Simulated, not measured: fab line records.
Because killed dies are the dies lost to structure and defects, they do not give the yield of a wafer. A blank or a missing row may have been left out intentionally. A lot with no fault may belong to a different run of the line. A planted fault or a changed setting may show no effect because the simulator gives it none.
A lot that was struck, set against a sound lot || flow nand-harc || 36 steps out of a route of 1302
Sound: these wafers, L583.2, L583.3, L583.4. Struck: wafer L588.2 (L588.3, L588.5, from the same lot, were not struck and are left out); the cause is given at the end.
Per side, at each step with rows, come the tool, then ch with its chambers, and then its first start. Under that, the readings that differ: sound wafers || struck wafers || difference of the means || sigmas: that difference in standard deviations of wafers without a fault.
alike: readings with means less than 2 such deviations apart, plus words and numbers identical on both sides. not compared: withheld readings, readings lacking a value on some wafer, bounds such as >300 that could conceal the same value, and numbers that have no deviation in the record and whose values overlap.
The two part at a step that has a row with sigmas, a row that says differs or no value, or rows on one side only. Numbers that don't overlap but have no deviation are shown without sigmas and don't part them. A reading missing from all wafers of one side parts the sides only when that side holds two or more wafers.

first, 2 steps without rows for these wafers: NHARC_A_SLIT_PRECLEAN_19 (cleans in SC1); NHARC_A_SLIT_SRD_20.
NHARC_A_SLIT_CD_MEAS_21:
  sound on cd-sem-02 at day 23 15:26; struck on cd-sem-03 at day 26 01:03
  alike: cd-nm
then, 3 steps without rows for these wafers: NHARC_A_SIN_REMOVE_WET_00 (chemistry H3PO4, time 15300 s); NHARC_A_SIN_REMOVE_PRECLEAN_01 (cleans in SC1); NHARC_A_SIN_REMOVE_SRD_02.
NHARC_A_SIN_REMOVE_INSPECT_04:
  sound on defect-inspect-01 at day 23 21:52; struck on defect-inspect-01 at day 26 08:42
  alike: raw-defect-count
NHARC_A_WL_FILL_ALD_00: deposits Al2O3, target thk 3 nm, pulse time 3 s, ald cycles 30.
  sound on ald-hk-04 ch 0,1,2, day 23 22:07; struck on ald-hk-04 ch 3, day 26 08:46
{"reading": "heater-power-w (W)", "sound": "397 503 411", "struck": 557, "difference": "+120", "sigmas": "+2"}
{"reading": "precursor-pulse-height-rel", "sound": "0.993 0.981 1.006", "struck": 1.062, "difference": "+0.069", "sigmas": "+3"}
NHARC_A_WL_FILL_RTA_01: time 5 s.
  sound on rtp-anneal-01 ch 0, day 23 22:34; struck on rtp-anneal-02 ch 0, day 26 09:19
  alike: lamp-power-pct, lamp_zone_6_pct, lamp_zone_7_pct, wafer_temp_C_max
then, 1 step without rows for these wafers: NHARC_A_WL_FILL_ALD_02 (deposits TiN, target thk 2 nm, pulse time 3 s, ald cycles 100).
NHARC_A_WL_FILL_CVD_03: deposits W, target thk 40 nm, time 279 s.
  sound on cvd-w-02 ch 0,1, day 23 23:11; struck on cvd-w-02 ch 0, day 26 10:44
  alike: heater-power-w, throttle-valve-pct
then, 1 step without rows for these wafers: NHARC_A_WL_FILL_ETCHBACK_04 (etches the open film in NF3, target depth 60 nm, time 120 s).
NHARC_A_WL_FILL_ETCHBACK_05: etches the open film in Cl2/BCl3, target depth 22 nm, time 60 s.
  sound on rie-metal-03 ch 0,1, day 23 23:49; struck on rie-metal-01 ch 0, day 26 11:22
  alike: drypump-motor-current-A, oes-product-au
  not compared: rf-hours-counter-h
then, 16 steps without rows for these wafers: NHARC_A_WL_FILL_STRIP_27 (strips in N2/H2, time 20 s); NHARC_A_WL_FILL_STRIP_28 (strips in post etch residue remover, time 1200 s); NHARC_A_WL_FILL_PRECLEAN_06 (cleans in DIW, time 300 s); NHARC_A_WL_FILL_SRD_07; NHARC_A_WL_FILL_ANNEAL_08 (time 1800 s); NHARC_A_WL_FILL_ALD_10 (deposits SiO2, target thk 50 nm, pulse time 10 s, ald cycles 500); NHARC_A_WL_FILL_ETCHBACK_16 (etches the open film in C4F8/O2/Ar, target depth 120 nm, time 24 s); NHARC_A_WL_FILL_STRIP_29 (strips in O2, time 20 s); NHARC_A_WL_FILL_ETCHBACK_17 (etches the open film in Cl2/BCl3, target depth 4 nm, time 26.7 s); NHARC_A_WL_FILL_PRECLEAN_18 (cleans in dHF, time 30 s); NHARC_A_WL_FILL_SRD_21; NHARC_A_WL_FILL_CVD_23 (deposits poly-Si, target thk 40 nm, time 800 s); NHARC_A_WL_FILL_ETCHBACK_26 (etches the open film in HBr, target depth 52 nm, time 13.3 s); NHARC_A_WL_FILL_PRECLEAN_30 (cleans in dHF, time 10 s); NHARC_A_WL_FILL_SRD_14; NHARC_A_WL_FILL_ALD_19 (deposits TiN, target thk 2 nm, pulse time 3 s, ald cycles 100).
NHARC_A_WL_FILL_CVD_20: deposits W, target thk 100 nm, time 74 s.
  sound: cvd-w-02 ch 0,1; struck: cvd-w-02 ch 0
  alike: heater-power-w, throttle-valve-pct
NHARC_A_WL_FILL_CMP_12: polishes, t overpolish 30 s, target thk 100 nm.
  sound on cmp-04 ch 0,1,3, day 24 19:07; struck on cmp-04 ch 3, day 27 03:41
  alike: motor-current-A, overpolish-run-s, slurry-filter-dp-kPa, time-to-endpoint-s
after that, 1 step had no rows for these wafers: NHARC_A_WL_FILL_SRD_31.
NHARC_A_WL_FILL_INSPECT_15:
  sound on defect-inspect-01 at day 24 19:37; struck on defect-inspect-01 at day 27 04:07
  alike: raw-defect-count
then, 2 steps without rows for these wafers: NHARC_A_CONTACT_DEP_24 (deposits SiO2, target thk 500 nm); NHARC_A_CONTACT_DEP_28 (deposits aC, target thk 7000 nm).
-- jump in the record: it breaks off in module A_CONTACT and resumes in module END (first step shown: number 1302 of the route), and 3 days separate the struck wafers' starts before and after --
NHARC_END_SORT_01:
  only the struck wafers appear in the record here, on prober-01 ch 0 at day 30 05:18; the sound ones have no rows

WHERE THEY PART
Last at NHARC_END_SORT_01 as far as this record goes, first at NHARC_A_WL_FILL_ALD_00.

WHY: what had been put in by the simulator
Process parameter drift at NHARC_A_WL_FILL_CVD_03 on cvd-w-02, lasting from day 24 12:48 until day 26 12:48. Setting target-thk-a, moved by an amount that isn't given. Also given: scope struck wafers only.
